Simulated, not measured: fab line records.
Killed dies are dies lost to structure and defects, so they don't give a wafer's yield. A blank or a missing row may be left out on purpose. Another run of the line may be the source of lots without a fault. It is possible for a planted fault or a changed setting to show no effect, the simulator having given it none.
Chamber matching :: flow n5-finfet :: N5_BEOL_M11_STRIP_36 on rie-diel-06 has 4 sister chambers
The step strips in N2/H2. 16 wafers are shown with their chamber, then 8 later ones without.

## WAFERS WITH THEIR CHAMBER
wafer: L076.3
chamber: 3
showerhead-plenum-p-Torr (Torr): 2.59
drypump-motor-current-A (A): 5.8
throttle-valve-pct (%): 23.3

wafer: L076.4
chamber: 0
showerhead-plenum-p-Torr (Torr): 2.61
drypump-motor-current-A (A): 5.8
throttle-valve-pct (%): 23.7

wafer: L076.6
chamber: 0
showerhead-plenum-p-Torr (Torr): 2.61
drypump-motor-current-A (A): 5.8
throttle-valve-pct (%): 23.6

wafer: L079.2
chamber: 1
showerhead-plenum-p-Torr (Torr): 2.49
drypump-motor-current-A (A): 5.9
throttle-valve-pct (%): 24.2

wafer: L079.4
chamber: 1
showerhead-plenum-p-Torr (Torr): 2.50
drypump-motor-current-A (A): 5.9
throttle-valve-pct (%): 24.2

wafer: L079.6
chamber: 3
showerhead-plenum-p-Torr (Torr): 2.59
drypump-motor-current-A (A): 5.8
throttle-valve-pct (%): 23.3

wafer: L080.1
chamber: 2
showerhead-plenum-p-Torr (Torr): 2.56
drypump-motor-current-A (A): 5.2
throttle-valve-pct (%): 23.9

wafer: L080.4
chamber: 3
showerhead-plenum-p-Torr (Torr): 2.59
drypump-motor-current-A (A): 5.8
throttle-valve-pct (%): 23.3

wafer: L080.5
chamber: 1
showerhead-plenum-p-Torr (Torr): 2.49
drypump-motor-current-A (A): 5.9
throttle-valve-pct (%): 24.2

wafer: L081.3
chamber: 2
showerhead-plenum-p-Torr (Torr): 2.56
drypump-motor-current-A (A): 5.3
throttle-valve-pct (%): 23.9

wafer: L081.5
chamber: 0
showerhead-plenum-p-Torr (Torr): 2.60
drypump-motor-current-A (A): 5.8
throttle-valve-pct (%): 23.3

wafer: L081.6
chamber: 1
showerhead-plenum-p-Torr (Torr): 2.49
drypump-motor-current-A (A): 5.9
throttle-valve-pct (%): 24.2

wafer: L082.1
chamber: 3
showerhead-plenum-p-Torr (Torr): 2.58
drypump-motor-current-A (A): 5.8
throttle-valve-pct (%): 23.3

wafer: L082.3
chamber: 1
showerhead-plenum-p-Torr (Torr): 2.49
drypump-motor-current-A (A): 5.9
throttle-valve-pct (%): 24.2

wafer: L082.5
chamber: 3
showerhead-plenum-p-Torr (Torr): 2.59
drypump-motor-current-A (A): 5.8
throttle-valve-pct (%): 23.3

wafer: L083.2
chamber: 0
showerhead-plenum-p-Torr (Torr): 2.60
drypump-motor-current-A (A): 5.7
throttle-valve-pct (%): 23.3

SIGNATURES, as means of the wafers listed above
reading: showerhead-plenum-p-Torr
chamber 0: 2.6050
chamber 1: 2.4920
chamber 2: 2.5600
chamber 3: 2.5880
scatter within a chamber: 0.00465

reading: drypump-motor-current-A
chamber 0: 5.775
chamber 1: 5.900
chamber 2: 5.250
chamber 3: 5.800
scatter within a chamber: 0.0323

reading: throttle-valve-pct
chamber 0: 23.475
chamber 1: 24.200
chamber 2: 23.900
chamber 3: 23.300
scatter within a chamber: 0.103
Rule: for each reading, subtract the chamber's mean from the wafer's reading, divide by that reading's scatter and square the result; add these up over the readings and take the root, which gives the wafer's distance from the chamber. The wafer belongs to the nearest chamber; if the next one is less than 2 further off, it can't be placed. The scatter: take each reading less its chamber's mean, square it, sum over the shown wafers, divide by the number of wafers less the number of chambers, and take the root.

## WAFERS MISSING THEIR CHAMBER
wafer: L083.5
showerhead-plenum-p-Torr (Torr): 2.55
drypump-motor-current-A (A): 5.2
throttle-valve-pct (%): 23.9

wafer: L083.6
showerhead-plenum-p-Torr (Torr): 2.60
drypump-motor-current-A (A): 5.7
throttle-valve-pct (%): 23.3

wafer: L094.1
showerhead-plenum-p-Torr (Torr): 2.59
drypump-motor-current-A (A): 5.7
throttle-valve-pct (%): 23.3

wafer: L094.5
showerhead-plenum-p-Torr (Torr): 2.49
drypump-motor-current-A (A): 5.9
throttle-valve-pct (%): 24.0

wafer: L094.6
showerhead-plenum-p-Torr (Torr): 2.54
drypump-motor-current-A (A): 5.2
throttle-valve-pct (%): 23.9

wafer: L096.1
showerhead-plenum-p-Torr (Torr): 2.59
drypump-motor-current-A (A): 5.7
throttle-valve-pct (%): 23.4

wafer: L096.2
showerhead-plenum-p-Torr (Torr): 2.57
drypump-motor-current-A (A): 5.8
throttle-valve-pct (%): 23.3

wafer: L096.3
showerhead-plenum-p-Torr (Torr): 2.48
drypump-motor-current-A (A): 5.9
throttle-valve-pct (%): 23.9

## CHAMBER TAKEN BY EACH
wafer: L083.5
from the rows above: 2
in truth: 2

wafer: L083.6
from the rows above: can't be placed: 0 or 3
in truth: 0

wafer: L094.1
from the rows above: can't be placed: 3 or 0
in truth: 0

wafer: L094.5
from the rows above: 1
in truth: 1

wafer: L094.6
from the rows above: 2
in truth: 2

wafer: L096.1
from the rows above: can't be placed: 3 or 0
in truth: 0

wafer: L096.2
from the rows above: 3
in truth: 3

wafer: L096.3
from the rows above: 1
in truth: 1
Placed correctly: 5 of 8. Cannot be placed on the basis of these rows: 3; the candidates contain the true chamber in 3. Wrongly placed: 0.
